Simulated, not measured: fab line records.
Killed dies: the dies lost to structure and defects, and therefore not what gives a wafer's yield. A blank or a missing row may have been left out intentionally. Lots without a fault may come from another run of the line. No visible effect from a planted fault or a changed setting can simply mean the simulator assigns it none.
Comparing a struck lot with a sound one ; flow nand-harc ; 13 steps out of a route of 1302
Sound: wafers L750.1, L750.4, L750.5. Wafers L742.2, L742.4, L742.6 were the ones struck. At the end, the cause is stated.
Per side, at each step with rows, come the tool, then ch with its chambers, and then its first start. Under that, the readings that differ: sound wafers ; struck wafers ; difference of the means ; sigmas: that difference in standard deviations of wafers without a fault.
alike: readings with means less than 2 such deviations apart, plus words and numbers identical on both sides. not compared: withheld readings, readings lacking a value on some wafer, bounds such as >300 that could conceal the same value, and numbers that have no deviation in the record and whose values overlap.
The two part at a step that has a row with sigmas, a row that says differs or no value, or rows on one side only. When numbers do not overlap yet have no deviation, they are printed without sigmas and do not part them. Lack of a reading on every wafer of one side parts them only where that side has two or more wafers.

NHARC_A_BLC_CMP_25: polishes, t overpolish 30 s, target thk 150 nm.
  sound on cmp-01 ch 0,3, day 30 05:01; struck on cmp-04 ch 0,2, day 26 22:58
  alike: motor-current-A, overpolish-run-s, time-to-endpoint-s
next, for these wafers, 1 step has no rows: NHARC_A_BLC_SRD_27.
NHARC_A_BLC_INSPECT_28:
  struck on defect-inspect-02, day 26 23:20; sound on defect-inspect-01, day 30 05:25
  alike: raw-defect-count
then, 8 steps without rows for these wafers: NHARC_A_M0_DEP_00 (deposits SiOC, target thk 150 nm); NHARC_A_M0_DEHYDRATE_01 (time 120 s); NHARC_A_M0_HMDS_02 (time 30 s); NHARC_A_M0_COAT_33 (time 65 s); NHARC_A_M0_COAT_03 (resist thk 90 nm); NHARC_A_M0_SOFTBAKE_04 (time 55 s); NHARC_A_M0_EBR_05; NHARC_A_M0_EXPOSE_06 (exposes mask A M0, target cd 80 nm).
NHARC_A_M0_PEB_07: peb time 65 s.
  sound on litho-track-04 ch 0, day 30 06:07; struck on litho-track-01 ch 0, day 27 00:09
reading;sound;struck;difference;sigmas
heater-power-total-W (W);156.6 156.5 156.5;137.8 137.1 137.4;-19.1;-47
plate-temp-C (C);100.06 100.26 100.12;90.93 90.92 90.92;-9.22;-84
then, 1 step without rows for these wafers: NHARC_A_M0_DEVELOP_08 (develop time 35 s).

WHERE THEY PART
NHARC_A_M0_PEB_07 only, going by this record.

WHY: what the simulator had put in
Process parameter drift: litho-track-01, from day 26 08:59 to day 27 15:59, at NHARC_A_M0_PEB_07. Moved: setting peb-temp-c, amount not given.
